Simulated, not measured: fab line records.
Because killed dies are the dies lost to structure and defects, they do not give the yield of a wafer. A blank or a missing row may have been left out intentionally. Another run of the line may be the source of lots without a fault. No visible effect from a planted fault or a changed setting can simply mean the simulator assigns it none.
Which of the tools did it? / flow n5Finfet / Sampling: 15 lots, 45 wafers, 3 of 1938 route steps

WHAT EACH GAUGE READ, for each wafer
N5_BEOL_M5_CD_MEAS_11 targets a cd of 27.74 nm. Usual: cdNm 28.1 nm, standard deviation 0.3.
lot=L229; measured=day 7 23:04; on=cdSem-03; cdNm (nm)=28.0 27.7 28.1; flag=
lot=L230; measured=day 8 08:25; on=cdSem-02; cdNm (nm)=28.5 28.5 28.1; flag=
lot=L231; measured=day 8 08:35; on=cdSem-02; cdNm (nm)=28.2 28.1 28.5; flag=
lot=L232; measured=day 8 17:38; on=cdSem-02; cdNm (nm)=28.4 28.7 28.1; flag=
lot=L233; measured=day 8 20:53; on=cdSem-02; cdNm (nm)=28.1 28.4 27.8; flag=
lot=L250; measured=day 13 02:28; on=cdSem-03; cdNm (nm)=27.9 28.1 28.9; flag=
lot=L249; measured=day 13 06:49; on=cdSem-03; cdNm (nm)=28.3 28.4 28.3; flag=
lot=L240; measured=day 13 11:01; on=cdSem-02; cdNm (nm)=- - -; flag=OFF
lot=L244; measured=day 13 19:31; on=cdSem-01; cdNm (nm)=- - -; flag=OFF
lot=L246; measured=day 14 04:17; on=cdSem-01; cdNm (nm)=27.8 28.1 28.7; flag=
lot=L242; measured=day 14 10:05; on=cdSem-02; cdNm (nm)=- - -; flag=OFF
lot=L248; measured=day 14 12:53; on=cdSem-03; cdNm (nm)=27.9 28.1 27.6; flag=
lot=L251; measured=day 14 14:38; on=cdSem-01; cdNm (nm)=28.3 27.9 28.1; flag=
lot=L241; measured=day 14 17:42; on=cdSem-02; cdNm (nm)=28.2 28.4 28.0; flag=
lot=L252; measured=day 15 07:35; on=cdSem-03; cdNm (nm)=28.4 28.6 28.2; flag=

EACH LOT AND THE TOOL THAT RAN IT (in order: tool; ch and the chambers of the sampled wafers; start)
lot=L229; N5_BEOL_M4_ANNEAL_95=pvdSputter-03, day 7 17:11; N5_BEOL_M5_PEB_09=lithoTrack-04 ch 0, day 7 23:01
lot=L230; N5_BEOL_M4_ANNEAL_95=pvdSputter-02, day 8 04:02; N5_BEOL_M5_PEB_09=lithoTrack-02 ch 0, day 8 08:21
lot=L231; N5_BEOL_M4_ANNEAL_95=pvdSputter-03, day 8 04:38; N5_BEOL_M5_PEB_09=lithoTrack-02 ch 0, day 8 08:31
lot=L232; N5_BEOL_M4_ANNEAL_95=pvdSputter-01, day 8 13:33; N5_BEOL_M5_PEB_09=lithoTrack-03 ch 0, day 8 17:35
lot=L233; N5_BEOL_M4_ANNEAL_95=pvdSputter-03, day 8 16:43; N5_BEOL_M5_PEB_09=lithoTrack-03 ch 0, day 8 20:49
lot=L250; N5_BEOL_M4_ANNEAL_95=pvdSputter-02, day 12 22:25; N5_BEOL_M5_PEB_09=lithoTrack-03 ch 0, day 13 02:23
lot=L249; N5_BEOL_M4_ANNEAL_95=pvdSputter-01, day 13 00:07; N5_BEOL_M5_PEB_09=lithoTrack-03 ch 0, day 13 06:44
lot=L240; N5_BEOL_M4_ANNEAL_95=pvdSputter-01, day 13 06:12; N5_BEOL_M5_PEB_09=lithoTrack-04, day 13 10:56
lot=L244; N5_BEOL_M4_ANNEAL_95=pvdSputter-03, day 13 13:07; N5_BEOL_M5_PEB_09=lithoTrack-03, day 13 19:26
lot=L246; N5_BEOL_M4_ANNEAL_95=pvdSputter-01, day 14 00:10; N5_BEOL_M5_PEB_09=lithoTrack-03 ch 0, day 14 04:14
lot=L242; N5_BEOL_M4_ANNEAL_95=pvdSputter-02, day 14 06:49; N5_BEOL_M5_PEB_09=lithoTrack-04, day 14 10:01
lot=L248; N5_BEOL_M4_ANNEAL_95=pvdSputter-03, day 14 07:37; N5_BEOL_M5_PEB_09=lithoTrack-02 ch 0, day 14 12:49
lot=L251; N5_BEOL_M4_ANNEAL_95=pvdSputter-03, day 14 11:20; N5_BEOL_M5_PEB_09=lithoTrack-03 ch 0, day 14 14:34
lot=L241; N5_BEOL_M4_ANNEAL_95=pvdSputter-03, day 14 13:11; N5_BEOL_M5_PEB_09=lithoTrack-03 ch 0, day 14 17:38
lot=L252; N5_BEOL_M4_ANNEAL_95=pvdSputter-01, day 15 02:13; N5_BEOL_M5_PEB_09=lithoTrack-02 ch 0, day 15 07:31
- N5_BEOL_M4_ANNEAL_95: time 240 s.
- N5_BEOL_M5_PEB_09: peb time 60 s.

WHAT THE TOOLS THEMSELVES READ (means of the sampled wafers that have a number; where no wafer has one, the mark that the record gives instead)
N5_BEOL_M4_ANNEAL_95. Usual: heaterPowerW 840 W, standard deviation 48.
lot=L229; tool=pvdSputter-03; heaterPowerW (W)=896; flag=
lot=L230; tool=pvdSputter-02; heaterPowerW (W)=836; flag=
lot=L231; tool=pvdSputter-03; heaterPowerW (W)=865; flag=
lot=L232; tool=pvdSputter-01; heaterPowerW (W)=776; flag=
lot=L233; tool=pvdSputter-03; heaterPowerW (W)=892; flag=
lot=L250; tool=pvdSputter-02; heaterPowerW (W)=843; flag=
lot=L249; tool=pvdSputter-01; heaterPowerW (W)=825; flag=
lot=L240; tool=pvdSputter-01; heaterPowerW (W)=807; flag=
lot=L244; tool=pvdSputter-03; heaterPowerW (W)=891; flag=
lot=L246; tool=pvdSputter-01; heaterPowerW (W)=807; flag=
lot=L242; tool=pvdSputter-02; heaterPowerW (W)=822; flag=
lot=L248; tool=pvdSputter-03; heaterPowerW (W)=873; flag=
lot=L251; tool=pvdSputter-03; heaterPowerW (W)=897; flag=
lot=L241; tool=pvdSputter-03; heaterPowerW (W)=896; flag=
lot=L252; tool=pvdSputter-01; heaterPowerW (W)=824; flag=

N5_BEOL_M5_PEB_09. Usual: chillPlateTempC 22.99 C, standard deviation 0.12; exhaustPa 45.0 Pa, standard deviation 0.93; resistLineTempC 22.99 C, standard deviation 0.1.
lot=L229; tool=lithoTrack-04; chillPlateTempC (C)=23.17; exhaustPa (Pa)=44.3; resistLineTempC (C)=23.02; flag=
lot=L230; tool=lithoTrack-02; chillPlateTempC (C)=23.09; exhaustPa (Pa)=46.2; resistLineTempC (C)=22.91; flag=
lot=L231; tool=lithoTrack-02; chillPlateTempC (C)=22.88; exhaustPa (Pa)=46.2; resistLineTempC (C)=22.82; flag=
lot=L232; tool=lithoTrack-03; chillPlateTempC (C)=23.02; exhaustPa (Pa)=45.4; resistLineTempC (C)=22.94; flag=
lot=L233; tool=lithoTrack-03; chillPlateTempC (C)=23.02; exhaustPa (Pa)=43.7; resistLineTempC (C)=23.05; flag=
lot=L250; tool=lithoTrack-03; chillPlateTempC (C)=23.11; exhaustPa (Pa)=45.5; resistLineTempC (C)=23.05; flag=
lot=L249; tool=lithoTrack-03; chillPlateTempC (C)=22.90; exhaustPa (Pa)=46.4; resistLineTempC (C)=23.11; flag=
lot=L240; tool=lithoTrack-04; chillPlateTempC (C)=-; exhaustPa (Pa)=-; resistLineTempC (C)=-; flag=OFF
lot=L244; tool=lithoTrack-03; chillPlateTempC (C)=-; exhaustPa (Pa)=-; resistLineTempC (C)=-; flag=OFF
lot=L246; tool=lithoTrack-03; chillPlateTempC (C)=22.94; exhaustPa (Pa)=44.6; resistLineTempC (C)=22.97; flag=
lot=L242; tool=lithoTrack-04; chillPlateTempC (C)=-; exhaustPa (Pa)=-; resistLineTempC (C)=-; flag=OFF
lot=L248; tool=lithoTrack-02; chillPlateTempC (C)=22.92; exhaustPa (Pa)=45.4; resistLineTempC (C)=23.10; flag=
lot=L251; tool=lithoTrack-03; chillPlateTempC (C)=23.06; exhaustPa (Pa)=43.7; resistLineTempC (C)=22.97; flag=
lot=L241; tool=lithoTrack-03; chillPlateTempC (C)=22.99; exhaustPa (Pa)=44.7; resistLineTempC (C)=23.16; flag=
lot=L252; tool=lithoTrack-02; chillPlateTempC (C)=22.98; exhaustPa (Pa)=45.1; resistLineTempC (C)=22.98; flag=

THE ANSWER, worked out from the rows above alone
Rule: lot off if the mean of its wafers having a number is beyond 3 standard deviations from the usual mean. A lot without any number at a reading at which 4 lots or more have one is off too. The other lots that the step has rows for count as sound. First the gauges in route order, then the tools' own readings, where a lot's mean is used as printed above. At the first step where some lot is off, the reading lying furthest off is the one used; lots without a number count as furthest.
Off: L240, L244, L242, at N5_BEOL_M5_CD_MEAS_11 (cdNm). Without a number there: L240, L244, L242.
If a tool, at a process step before that reading, ran all the lots that are off and no sound lot after the first of them, it fits. The gauges at N5_BEOL_M5_CD_MEAS_11 aren't tried: what is off there is off at N5_BEOL_M5_PEB_09 too, on other tools, and a gauge's error can't cause that. No candidate that was tried fits.

WHAT HAD BEEN PUT IN BY THE SIMULATOR
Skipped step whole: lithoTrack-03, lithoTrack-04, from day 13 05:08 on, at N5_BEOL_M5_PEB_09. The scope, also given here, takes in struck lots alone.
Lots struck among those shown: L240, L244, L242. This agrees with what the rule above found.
